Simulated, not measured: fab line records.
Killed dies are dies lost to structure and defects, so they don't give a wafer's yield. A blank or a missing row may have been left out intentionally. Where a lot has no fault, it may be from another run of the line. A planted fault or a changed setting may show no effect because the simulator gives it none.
Matching of chambers | flow n5 finfet | 3 sister chambers for N5_BEOL_M0_PRE_CLEAN_131 on cvd co-01
The step time 15 s. 22 wafers are shown with their chamber, then 11 later ones without.

WAFERS WITH THEIR CHAMBER
wafer  | chamber | heater power w (W)
L074.3 | 0       | 97
L074.4 | 2       | 58
L074.5 | 0       | 97
L079.1 | 1       | 96
L079.2 | 2       | 58
L079.6 | 2       | 58
L080.1 | 0       | 98
L080.2 | 2       | 57
L080.5 | 1       | 94
L081.2 | 0       | 97
L081.3 | 1       | 95
L081.4 | 2       | 59
L083.2 | 2       | 59
L083.3 | 0       | 97
L083.6 | 2       | 59
L088.1 | 0       | 98
L088.4 | 0       | 96
L088.6 | 1       | 95
L089.1 | 0       | 98
L089.2 | 1       | 98
L089.4 | 2       | 57
L090.2 | 0       | 96

SIGNATURES, as means of the wafers listed above
reading        | chamber 0 | chamber 1 | chamber 2 | scatter within a chamber
heater power w | 97.11     | 95.60     | 58.12     | 0.999
Rule: for each reading, subtract the chamber's mean from the wafer's reading, divide by that reading's scatter and square the result; add these up over the readings and take the root, which gives the wafer's distance from the chamber. The wafer belongs to the nearest chamber; if the next one is less than 2 further off, it can't be placed. How the scatter is found: for the shown wafers, subtract from each reading the mean of its chamber, square and add these, divide the total by (wafers less chambers), then take the root.

WAFERS MISSING THEIR CHAMBER
wafer  | heater power w (W)
L090.3 | 57
L090.5 | 97
L092.3 | 59
L092.5 | 58
L092.6 | 97
L095.2 | 96
L095.4 | 57
L095.6 | 97
L097.2 | 98
L097.3 | 58
L097.5 | 98

WHICH CHAMBER EACH WENT THROUGH
wafer  | from the rows above     | in truth
L090.3 | 2                       | 2
L090.5 | can't be placed: 0 or 1 | 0
L092.3 | 2                       | 2
L092.5 | 2                       | 2
L092.6 | can't be placed: 0 or 1 | 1
L095.2 | can't be placed: 1 or 0 | 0
L095.4 | 2                       | 2
L095.6 | can't be placed: 0 or 1 | 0
L097.2 | can't be placed: 0 or 1 | 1
L097.3 | 2                       | 2
L097.5 | can't be placed: 0 or 1 | 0
5 of 11 placed correctly. Cannot be placed on the basis of these rows: 6; the candidates contain the true chamber in 6. Wrongly placed: 0.
